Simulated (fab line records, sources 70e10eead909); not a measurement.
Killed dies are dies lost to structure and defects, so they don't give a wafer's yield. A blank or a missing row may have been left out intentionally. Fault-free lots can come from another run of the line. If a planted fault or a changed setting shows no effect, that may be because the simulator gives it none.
Problem report, 8D (eight disciplines) form, completed by code + flow nandHarc + the parts of the form that need people (team, actions taken, sign-off) are left out

## 1. WHAT WENT WRONG
Wafers with no fault read 56 with a standard deviation of 19, whereas killedAtArray at NHARC_END_SORT_01 reads a mean of 159 on 1 wafer of 1 lot. Measured from the usual mean, that is +5.4 standard deviations.
Seen first at day 29 12:01 on prober-02, wafer L847.2. Wafers with a number at this step in the record: 9, from 3 lots. Rule for "out" (also "out of limits"): further than 4 standard deviations from the usual mean. Any other wafer with a number is counted as sound.

## 2. WHAT THIS IS AND IS NOT
| question                    | is                        | is not                                                            |
|-----------------------------|---------------------------|-------------------------------------------------------------------|
| which readings at this step | killedAtArray, killedDies | killedAtOther, killedAtPeriphery, killedOpen, killedShort         |
| which lots                  | L847                      | L836, L839                                                        |
| which wafers of those lots  | L847.2                    | L847.1, L847.3                                                    |
| read on which gauges        | prober-02                 | -                                                                 |
| when                        | from day 29 12:01         | up to then (7 sound wafers); but 1 sound wafer of L847 came after |

## 3. SUSPECTS, AND WHAT RULES EACH OUT
Counting: if a tool at a process step up to the reading ran every lot that is out, it stays a suspect. Sound lots after the first of them don't rule it out here, since some wafers of a struck lot are sound.
- the gauge at NHARC_END_SORT_01: kept. All the wafers that are out were read on prober-02, and no step on other tools shows them out.
- aldHk-02 at NHARC_A_CHANNEL_FILL_D2_ALD_02 (deposits SiO2, target thk 6 nm, pulse time 10 s, ald cycles 60): kept. It ran the lot that is out, L847 (day 18 11:47).
- pvdSputter-01 at NHARC_THIN_TSV_PRE_CLEAN_50 (time 30 s): kept. L847, the lot that is out, went through it at day 29 03:37; up to then, the latest sound lot through it was L836 at day 24 20:36. With no start given for some of its lots, NHARC_THIN_TSV_PRE_CLEAN_50 uses the hours and lot order of NHARC_THIN_TSV_CD_MEAS_37.
- At NHARC_A_CHANNEL_FILL_D2_ALD_02, inside aldHk-02: chamber 1 took the wafers that are out, while their sound lot-mates went through chambers 0, 2.
aldHk-02 at NHARC_A_CHANNEL_FILL_D2_ALD_02, pvdSputter-01 at NHARC_THIN_TSV_PRE_CLEAN_50 and prober-02 at NHARC_END_SORT_01 are what is left after counting.

## 4. THE CAUSE (what the simulator had put in)
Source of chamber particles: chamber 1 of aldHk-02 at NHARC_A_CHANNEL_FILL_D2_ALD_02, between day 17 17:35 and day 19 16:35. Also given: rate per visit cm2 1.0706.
After counting, 3 suspects remain, this tool included.

## 5. SEQUENCE OF EFFECTS, ordered by route
Rows list readings where the struck wafers' mean (over those with a number) sits beyond 3 standard deviations from the usual. Only readings whose record carries a usual standard deviation are examined. hours: median over the lots of the time between each lot's start at the first step of this table that gives one and its start at this step. sigmas: the change, counted in usual standard deviations.
| hours | step              | reading       | usual | on struck wafers | change | sigmas |
|-------|-------------------|---------------|-------|------------------|--------|--------|
| 0     | NHARC_END_SORT_01 | killedAtArray | 56    | 159              | +103   | +5.4   |
| 0     | NHARC_END_SORT_01 | killedDies    | 61    | 159              | +98    | +5.2   |

## 6. HOW IT WOULD HAVE BEEN CAUGHT EARLIER
In this record the first reading out of limits at a measuring or inspecting step was taken at day 29 12:01, 282 hours after the fault began at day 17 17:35.
No tool reading at NHARC_A_CHANNEL_FILL_D2_ALD_02 that has a usual standard deviation in the record was out on any struck wafer, so an alarm limit of 4 standard deviations on those readings would not have fired.
By day 29 12:01, every lot that is out (1) had started NHARC_A_CHANNEL_FILL_D2_ALD_02 on aldHk-02. Tool hold at that time: it would have spared none of them.
